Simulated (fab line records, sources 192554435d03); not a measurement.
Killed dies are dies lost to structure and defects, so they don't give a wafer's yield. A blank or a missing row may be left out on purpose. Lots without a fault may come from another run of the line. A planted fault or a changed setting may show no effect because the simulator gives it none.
Chamber matching | flow n5_finfet | N5_BEOL_M3_DESCUM_16 on rie_diel-04: 4 sister chambers
The step chemistry O2, time 7 s. 14 wafers are shown with their chamber, then 7 later ones without.

WAFERS WITH THEIR CHAMBER
wafer  | chamber | drypump_motor_current_A (A) | showerhead_plenum_p_Torr (Torr) | throttle_valve_pct (%)
L079.1 | 1       | 5.8                         | 2.22                            | 20.45
L079.4 | 0       | 5.1                         | 2.09                            | 20.32
L079.5 | 2       | 5.6                         | 2.23                            | 20.03
L082.2 | 0       | 5.1                         | 2.08                            | 20.34
L082.3 | 1       | 5.8                         | 2.21                            | 20.46
L082.5 | 1       | 5.8                         | 2.21                            | 20.47
L085.1 | 2       | 5.6                         | 2.22                            | 20.05
L085.2 | 1       | 5.9                         | 2.21                            | 20.47
L085.3 | 0       | 5.1                         | 2.08                            | 20.34
L087.3 | 2       | 5.6                         | 2.22                            | 20.07
L087.4 | 0       | 5.1                         | 2.08                            | 20.34
L087.5 | 3       | 5.7                         | 2.25                            | 20.37
L090.3 | 2       | 5.6                         | 2.22                            | 20.05
L090.4 | 1       | 5.9                         | 2.21                            | 20.49

SIGNATURES (means of the wafers above)
reading                  | chamber 0 | chamber 1 | chamber 2 | chamber 3 | scatter within a chamber
drypump_motor_current_A  | 5.100     | 5.840     | 5.600     | 5.700     | 0.0346
showerhead_plenum_p_Torr | 2.0825    | 2.2120    | 2.2225    | 2.2500    | 0.0048
throttle_valve_pct       | 20.3350   | 20.4680   | 20.0500   | 20.3700   | 0.0141
Rule: a wafer's distance from a chamber is the root of the sum, over the readings, of the square of ((its reading less the chamber's mean) divided by the reading's scatter). The wafer belongs to the nearest chamber; if the next one is less than 2 further off, it can't be placed. The scatter: the root of (the sum of the squares of (reading less its chamber's mean) over the shown wafers, divided by (wafers less chambers)).

WAFERS WITHOUT THEIR CHAMBER
wafer  | drypump_motor_current_A (A) | showerhead_plenum_p_Torr (Torr) | throttle_valve_pct (%)
L090.5 | 5.6                         | 2.22                            | 20.06
L093.1 | 5.8                         | 2.21                            | 20.49
L093.2 | 5.7                         | 2.24                            | 20.39
L093.5 | 5.7                         | 2.25                            | 20.39
L096.2 | 5.8                         | 2.20                            | 20.50
L096.5 | 5.7                         | 2.24                            | 20.42
L096.6 | 5.1                         | 2.08                            | 20.37

WHICH CHAMBER EACH WENT THROUGH
wafer  | from the rows above | in truth
L090.5 | 2                   | 2
L093.1 | 1                   | 1
L093.2 | 3                   | 3
L093.5 | 3                   | 3
L096.2 | 1                   | 1
L096.5 | 3                   | 3
L096.6 | 0                   | 0
Placed correctly: 7 of 7. Can't be placed from these rows: 0. Placed wrongly: 0.
